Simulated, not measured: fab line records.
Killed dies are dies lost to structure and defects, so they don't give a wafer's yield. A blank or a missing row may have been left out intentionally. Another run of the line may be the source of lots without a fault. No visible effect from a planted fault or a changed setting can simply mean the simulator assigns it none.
fab line records	flow nand_harc
[record] lots = 12	wafers = 36	last_day = 25
route steps=1159 shown P_M2@348 P_BONDPAD@367 A_ZERO_WELL@406 A_SOURCE_PLATE@420 END@1159
lots with no fault: from the same line, run without faults
start_h: start of the lot's first displayed wafer, in hours after the record's first day	wait_h: how many hours have passed since the lot's step before this one	" same as the row above	L1.1+2: a single row standing in for several wafers	- no value, or no start was given	* or withheld: withheld	< > ~ a bound
route shown NAME@n: NAME is a module with steps in the file, n the number in the route of the first one	usual: mean/standard deviation of fault-free wafers	same: alike in all rows	chamber/n: place in a boat	sites: the reading at each site	_std_site: how widely they spread, as a standard deviation	_edge_site: outer sites' mean less inner sites'	radius_mm: how far each site lies from the wafer's centre	mask NAME#n: copy n	behind: the most recent tool/chamber to have shaped the wafer	hold: what put the lot on hold/how long, in hours/how the hold closed	device: the n, p or np transistor that did not switch	end of line: the route-end tests of the same wafers	a step given without rows: its recipe and nothing more	killed: not the wafer's yield, but the dies lost to structure and defects at the first sort	map: per-die view of a wafer (x killed, . not killed, _ where there is no die)
set.NAME: the setting that was run; set.NAME@STEP: the one run at that earlier step	model.NAME: the simulator's own value behind a step, which no gauge read
steps of the route over a sample of lots; a table a step, a row a wafer
services: a tool's chamber out of use, with start hour (start_h, from the record's first day; less than 0 if before it), hours out, and reason
[[steps]]
[step NHARC_P_M2_INSPECT_27]
[usual] raw_defect_count = 357/110
lot.wafer	tool	chamber	start_h	wait_h	raw_defect_count
L284.2	defect_inspect-01	-	125.73	0.0	404
L284.4	"	-	"	"	468
L284.5	"	-	"	"	322
L285.2	defect_inspect-02	-	126.75	0.0	298
L285.4	"	-	"	"	576
L285.5	"	-	"	"	358
L287.1	defect_inspect-01	-	137.20	0.0	302
L287.4	"	-	"	"	406
L287.6	"	-	"	"	265
L288.1	defect_inspect-02	-	150.18	0.0	222
L288.3	"	-	"	"	155
L288.5	"	-	"	"	253
L293.1	defect_inspect-02	-	172.42	0.0	335
L293.2	"	-	"	"	401
L293.3	"	-	"	"	244
L294.1	defect_inspect-01	-	189.24	0.0	243
L294.2	"	-	"	"	217
L294.3	"	-	"	"	260
L297.3	defect_inspect-02	-	211.89	0.0	397
L297.4	"	-	"	"	275
L297.5	"	-	"	"	287
L300.2	defect_inspect-02	-	222.57	0.0	256
L300.3	"	-	"	"	377
L300.4	"	-	"	"	286
L302.1	defect_inspect-01	-	237.03	0.0	268
L302.3	"	-	"	"	189
L302.5	"	-	"	"	234
L304.2	defect_inspect-01	-	251.27	0.0	612
L304.3	"	-	"	"	551
L304.4	"	-	"	"	497
L305.2	defect_inspect-02	-	255.21	0.0	392
L305.4	"	-	"	"	398
L305.5	"	-	"	"	321
L307.3	defect_inspect-02	-	279.14	0.0	414
L307.4	"	-	"	"	243
L307.6	"	-	"	"	447
[step NHARC_P_BONDPAD_DESCUM_11]
[recipe] time_s = 3	o2_flow_sccm = 200	ar_flow_sccm = 0	bias_power_w = 0	chemistry = O2
[usual] drypump_motor_current_A = 5.7/0.4	mfc_ar_sccm = 0.014/0.013	oes_product_au = 1.000/0.011	rf_vpp_V = 57.6/0.9	showerhead_plenum_p_Torr = 1.89/0.09	throttle_valve_pct = 11.311/0.0088
lot.wafer	tool	chamber	start_h	wait_h	drypump_motor_current_A	mfc_ar_sccm	oes_product_au	rf_hours_counter_h	rf_vpp_V	showerhead_plenum_p_Torr	throttle_valve_pct
L284.2	rie_diel-10	1	127.60	-	6.3	0.009	0.984	40	56.9	1.78	11.312
L284.4	"	2	"	"	5.6	0.006	0.991	43	57.4	1.87	11.309
L284.5	"	1	"	"	6.3	0.009	0.988	-	57.0	1.78	11.310
L285.4	rie_diel-11	0	128.63	-	6.1	0	0.987	34	58.0	1.95	11.312
L285.2	"	2	"	"	6.4	0	0.996	37	57.8	1.95	11.319
L285.5	"	0	"	"	6.1	0	0.992	-	57.0	1.95	11.306
L287.4	rie_diel-08	2	139.18	-	5.7	0.032	1.003	0	56.2	1.82	11.300
L287.1	"	0	"	"	5.6	0.028	1.002	0	57.2	1.78	11.303
L287.6	"	3	"	"	5.0	0.024	0.992	-	56.4	1.92	11.305
L288.1	rie_diel-10	2	152.45	-	5.6	0.006	1.014	52	57.0	1.87	11.310
L288.3	"	1	"	"	6.3	0.009	1.003	44	56.1	1.78	11.304
L288.5	"	2	"	"	5.6	0.006	1.006	-	56.3	1.87	11.301
L293.3	rie_diel-10	2	174.40	-	5.6	0.006	0.994	59	57.5	1.87	11.331
L293.2	"	3	"	"	6.0	0	0.994	61	59.1	1.98	11.319
L293.1	"	0	"	"	6.3	0.018	0.992	57	57.7	2.03	11.308
L294.2	rie_diel-08	1	191.41	-	6.0	0	1.020	5	59.0	2.03	11.310
L294.3	"	3	"	"	5.0	0.024	0.995	5	59.3	1.92	11.319
L294.1	"	0	"	"	5.6	0.028	0.998	5	56.9	1.78	11.321
L297.3	rie_diel-10	2	214.02	-	5.5	0.006	0.983	13	57.4	1.86	11.309
L297.4	"	1	"	"	6.3	0.009	0.994	-	56.7	1.77	11.326
L297.5	"	2	"	"	5.6	0.006	0.995	-	57.7	1.86	11.304
L300.2	rie_diel-08	1	224.44	-	6.0	0	1.027	7	57.9	2.03	11.305
L300.4	"	2	"	"	5.7	0.032	0.996	7	57.4	1.82	11.322
L300.3	"	3	"	"	5.0	0.024	0.998	8	57.7	1.92	11.320
L302.3	rie_diel-11	0	239.26	-	6.1	0	0.987	19	57.5	1.94	11.313
L302.1	"	3	"	"	5.9	0.002	0.997	19	58.8	1.89	11.307
L302.5	"	1	"	"	5.2	0	0.978	-	56.4	1.80	11.316
L304.2	rie_diel-08	0	253.15	-	5.7	0.028	0.999	11	56.6	1.78	11.299
L304.4	"	1	"	"	6.0	0	1.027	10	60.1	2.03	11.309
L304.3	"	3	"	"	5.0	0.024	1.007	11	57.3	1.92	11.315
L305.2	rie_diel-08	3	257.21	-	5.0	0.024	1.001	11	56.5	1.92	11.309
L305.4	"	2	"	"	5.7	0.032	1.007	10	58.1	1.82	11.309
L305.5	"	0	"	"	5.6	0.028	1.007	-	56.7	1.78	11.294
L307.4	rie_diel-08	3	281.14	-	5.0	0.024	0.993	13	57.9	1.92	11.311
L307.3	"	0	"	"	5.6	0.028	0.999	13	56.6	1.77	11.307
L307.6	"	2	"	"	5.7	0.032	1.006	-	58.3	1.82	11.316
[step NHARC_A_ZERO_WELL_STRIP_14]
[recipe] time_s = 900	temp_c = 130	chemistry = SPM
lot.wafer	tool	chamber	start_h	wait_h
L284.5+2+4	wet_bench-05	7,0,1	131.97	-
L285.4+2+5	wet_bench-09	0,2,3	132.97	-
L287.1+4+6	wet_bench-06	1,2,4	143.72	-
L288.5+1+3	wet_bench-09	5,0,1	156.89	-
L293.3+1+2	wet_bench-09	7,0,1	178.75	-
L294.1+3+2	wet_bench-09	1,2,4	195.82	-
L297.5+3+4	wet_bench-06	4,5,6	218.55	-
L300.3+2+4	wet_bench-05	2,5,6	229.06	-
L302.1+3+5	wet_bench-05	4,5,7	243.71	-
L304.2+3+4	wet_bench-05	2,5,6	257.55	-
L305.2+4+5	wet_bench-06	3,4,6	261.64	-
L307.3+4+6	wet_bench-06	1,3,5	285.47	-
[step NHARC_A_ZERO_WELL_INSPECT_17]
[usual] raw_defect_count = 9/5.4
lot.wafer	tool	chamber	start_h	wait_h	raw_defect_count
L284.2	defect_inspect-01	-	132.97	0.1	8
L284.4	"	-	"	"	7
L284.5	"	-	"	"	6
L285.2	defect_inspect-01	-	133.95	0.1	10
L285.4	"	-	"	"	11
L285.5	"	-	"	"	10
L287.1	defect_inspect-01	-	144.86	0.2	6
L287.4	"	-	"	"	11
L287.6	"	-	"	"	16
L288.1	defect_inspect-01	-	157.85	0.2	16
L288.3	"	-	"	"	11
L288.5	"	-	"	"	6
L293.1	defect_inspect-02	-	179.74	0.2	620
L293.2	"	-	"	"	609
L293.3	"	-	"	"	626
L294.1	defect_inspect-02	-	196.76	0.2	608
L294.2	"	-	"	"	641
L294.3	"	-	"	"	599
L297.3	defect_inspect-02	-	219.50	0.1	14
L297.4	"	-	"	"	6
L297.5	"	-	"	"	10
L300.2	defect_inspect-01	-	230.00	0.1	7
L300.3	"	-	"	"	8
L300.4	"	-	"	"	8
L302.1	defect_inspect-01	-	244.69	0.2	3
L302.3	"	-	"	"	5
L302.5	"	-	"	"	6
L304.2	defect_inspect-01	-	258.52	0.2	13
L304.3	"	-	"	"	23
L304.4	"	-	"	"	10
L305.2	defect_inspect-02	-	262.58	0.1	5
L305.4	"	-	"	"	8
L305.5	"	-	"	"	6
L307.3	defect_inspect-02	-	286.42	0.1	5
L307.4	"	-	"	"	5
L307.6	"	-	"	"	10
[step NHARC_A_SOURCE_PLATE_THK_MEAS_06]
[recipe] thk_meas_gauge = ellipsometry
[usual] thk_nm = 200.3/2.2
lot.wafer	tool	chamber	start_h	wait_h	thk_nm
L284.2	film_metro-02	-	153.36	0.4	199.2
L284.4	"	-	"	"	200.3
L284.5	"	-	"	"	200.6
L285.2	film_metro-01	-	153.36	0.4	199.9
L285.4	"	-	"	"	198.2
L285.5	"	-	"	"	197.1
L287.1	film_metro-02	-	168.89	0.4	202.4
L287.4	"	-	"	"	200.8
L287.6	"	-	"	"	202.3
L288.1	film_metro-01	-	180.55	0.4	203.0
L288.3	"	-	"	"	200.2
L288.5	"	-	"	"	202.8
L293.1	film_metro-01	-	199.86	0.4	198.7
L293.2	"	-	"	"	199.9
L293.3	"	-	"	"	199.7
L294.1	film_metro-02	-	216.72	0.4	196.2
L294.2	"	-	"	"	197.7
L294.3	"	-	"	"	196.7
L297.3	film_metro-02	-	238.91	0.4	200.4
L297.4	"	-	"	"	198.7
L297.5	"	-	"	"	200.8
L300.2	film_metro-01	-	248.98	0.4	201.0
L300.3	"	-	"	"	199.2
L300.4	"	-	"	"	204.0
L302.1	film_metro-01	-	265.80	0.4	202.4
L302.3	"	-	"	"	204.5
L302.5	"	-	"	"	199.5
L304.2	film_metro-01	-	281.41	0.4	196.4
L304.3	"	-	"	"	195.6
L304.4	"	-	"	"	200.0
L305.2	film_metro-01	-	281.42	0.4	202.4
L305.4	"	-	"	"	200.4
L305.5	"	-	"	"	200.2
L307.3	film_metro-02	-	308.65	0.4	199.3
L307.4	"	-	"	"	197.3
L307.6	"	-	"	"	201.3
[step NHARC_A_SOURCE_PLATE_INSPECT_08]
[usual] raw_defect_count = 57/25
lot.wafer	tool	chamber	start_h	wait_h	raw_defect_count
L284.2	defect_inspect-02	-	153.44	0.0	39
L284.4	"	-	"	"	42
L284.5	"	-	"	"	52
L285.2	defect_inspect-01	-	153.45	0.0	52
L285.4	"	-	"	"	48
L285.5	"	-	"	"	107
L287.1	defect_inspect-01	-	168.96	0.0	55
L287.4	"	-	"	"	38
L287.6	"	-	"	"	50
L288.1	defect_inspect-02	-	180.66	0.0	91
L288.3	"	-	"	"	75
L288.5	"	-	"	"	144
L293.1	defect_inspect-01	-	199.93	0.0	670
L293.2	"	-	"	"	640
L293.3	"	-	"	"	667
L294.1	defect_inspect-02	-	216.78	0.0	706
L294.2	"	-	"	"	695
L294.3	"	-	"	"	692
L297.3	defect_inspect-01	-	238.97	0.0	53
L297.4	"	-	"	"	24
L297.5	"	-	"	"	56
L300.2	defect_inspect-02	-	249.06	0.0	33
L300.3	"	-	"	"	43
L300.4	"	-	"	"	37
L302.1	defect_inspect-02	-	265.86	0.0	70
L302.3	"	-	"	"	57
L302.5	"	-	"	"	50
L304.2	defect_inspect-02	-	281.47	0.0	71
L304.3	"	-	"	"	47
L304.4	"	-	"	"	66
L305.2	defect_inspect-02	-	281.49	0.1	37
L305.4	"	-	"	"	27
L305.5	"	-	"	"	38
L307.3	defect_inspect-01	-	308.71	0.0	23
L307.4	"	-	"	"	49
L307.6	"	-	"	"	30
[step NHARC_END_SORT_01]
[recipe] temp_c = 25
[usual] killed_at_array = 27/10	killed_at_other = 0.6/0.83	killed_at_periphery = 2.4/1.8	killed_dies = 30/10	killed_open = 3.3/1.7	killed_short = 1.8/1.4
[same] gross_dies = 677
lot.wafer	tool	chamber	start_h	wait_h	killed_at_array	killed_at_other	killed_at_periphery	killed_dies	killed_open	killed_short
L293.1	prober-01	0	480.06	2.5	111	0	0	111	0	0
L293.2	prober-01	0	480.85	2.8	110	1	0	111	0	0
L293.3	prober-01	0	481.64	3.1	123	0	2	125	5	0
L294.1	prober-02	0	501.30	2.5	117	0	5	122	5	2
L294.2	prober-02	0	502.10	2.8	99	0	1	100	1	3
L294.3	prober-02	0	502.91	3.1	73	0	2	75	6	5
// killed by level:class
L293.1 A_ZERO_WELL:unspecified=83 A_CHANNEL_HOLE_D1:chamber_film_flake=12 A_SLIT:chamber_film_flake=11 A_CONTACT:chamber_film_flake=2 A_ZERO_WELL:chamber_film_flake=1 A_CHANNEL_FILL_D1:chamber_film_flake=1 A_STAIRCASE:chamber_film_flake=1
L293.2 A_ZERO_WELL:unspecified=89 A_CHANNEL_HOLE_D1:chamber_film_flake=9 A_SLIT:chamber_film_flake=9 A_ZERO_WELL:chamber_film_flake=2 A_CHANNEL_FILL_D1:chamber_film_flake=1 THIN_TSV:chamber_film_flake=1
L293.3 A_ZERO_WELL:unspecified=92 A_CHANNEL_HOLE_D1:chamber_film_flake=16 A_SLIT:chamber_film_flake=6 P_M0:geometric_particle:open=2 A_M0:geometric_particle:open=2 A_CHANNEL_FILL_D1:chamber_film_flake=2 A_CONTACT:geometric_particle:open=1 A_ZERO_WELL:chamber_film_flake=1
L294.1 A_ZERO_WELL:unspecified=89 A_CHANNEL_HOLE_D1:chamber_film_flake=14 A_CONTACT:chamber_film_flake=7 P_M1:geometric_particle:open=2 P_GATE:chamber_film_flake=2 A_WL_FILL:chamber_film_flake=2 P_M0:geometric_particle:open=1 A_ONON_D1:geometric_particle:short=1
L294.2 A_ZERO_WELL:unspecified=86 A_CHANNEL_HOLE_D1:chamber_film_flake=4 A_STAIRCASE:chamber_film_flake=2 A_ONON_D1:geometric_particle:short=1 A_CHANNEL_HOLE_D1:geometric_particle:short=1 A_CHANNEL_FILL_D1:geometric_particle:short=1 A_WL_FILL:geometric_particle:open=1 P_GATE:chamber_film_flake=1
L294.3 A_ZERO_WELL:unspecified=39 A_CHANNEL_HOLE_D1:chamber_film_flake=19 A_CONTACT:geometric_particle:open=5 A_CONTACT:chamber_film_flake=3 A_ONON_D1:geometric_particle:short=2 A_CHANNEL_FILL_D1:chamber_film_flake=2 P_CONTACT:geometric_particle:short=1 P_CONTACT:geometric_particle:open=1
[[services]]
tool	chamber	start_h	hours	kind
rie_diel-08	0	103.86	-	clean
rie_diel-08	1	103.86	-	clean
rie_diel-08	2	103.86	-	clean
rie_diel-08	3	103.86	-	clean
rie_diel-08	1	107.43	4.5	repair
rie_diel-08	-	124.86	9.0	pm
rie_diel-08	0	124.86	9.0	vent_cycle
wet_bench-06	-	129.60	8.0	pm
rie_diel-10	2	133.21	3.4	repair
rie_diel-10	1	135.60	11.1	repair
rie_diel-11	-	139.34	0.5	repair
rie_diel-11	1	140.53	17.6	repair
rie_diel-08	2	143.46	1.6	repair
rie_diel-11	-	153.84	0.3	repair
wet_bench-05	-	162.46	0.5	repair
rie_diel-08	2	165.10	8.6	repair
rie_diel-10	-	176.50	9.0	pm
rie_diel-08	1	180.46	9.2	repair
rie_diel-11	-	189.65	9.0	pm
wet_bench-05	-	196.80	8.0	pm
rie_diel-11	2	202.52	54.4	repair
rie_diel-10	2	206.85	1.4	repair
rie_diel-11	-	237.80	0.4	repair
wet_bench-09	-	259.63	1.0	repair
[[key]]
[first_sign] step = NHARC_A_ZERO_WELL_INSPECT_17	reading = raw_defect_count	direction = up	sigmas = 99+	usual = 9	struck = 617
[effect] step = NHARC_A_SOURCE_PLATE_INSPECT_08	reading = raw_defect_count	direction = up	sigmas = 25	usual = 57	struck = 678
[effect] step = NHARC_END_SORT_01	reading = killed_at_array	direction = up	sigmas = 7.7	usual = 27	struck = 106
[more_kills_born_at] NHARC_A_ZERO_WELL_STRIP_14@wet_bench-09 = 478
met_at NHARC_A_ZERO_WELL_STRIP_14
struck_lots L293,L294
tester_left_out L293,L294
not_acting_at NHARC_P_M2_INSPECT_27,NHARC_P_BONDPAD_DESCUM_11,NHARC_A_SOURCE_PLATE_THK_MEAS_06
onset_between 156.89 178.75
[fault] kind = chamber_particle_source	tool = wet_bench-09	chamber = -	onset_h = 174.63	steps = NHARC_A_ZERO_WELL_STRIP_14	rate_per_visit_cm2 = 0.95308	end_h = 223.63
// tester_left_out: of these lots the tester's yield and bins aren't shown, on N5 and GAA mostly nor the transistor test; their killed dies are dies lost to structure and defects alone, not to doping, threshold or leakage, so they don't give the yield
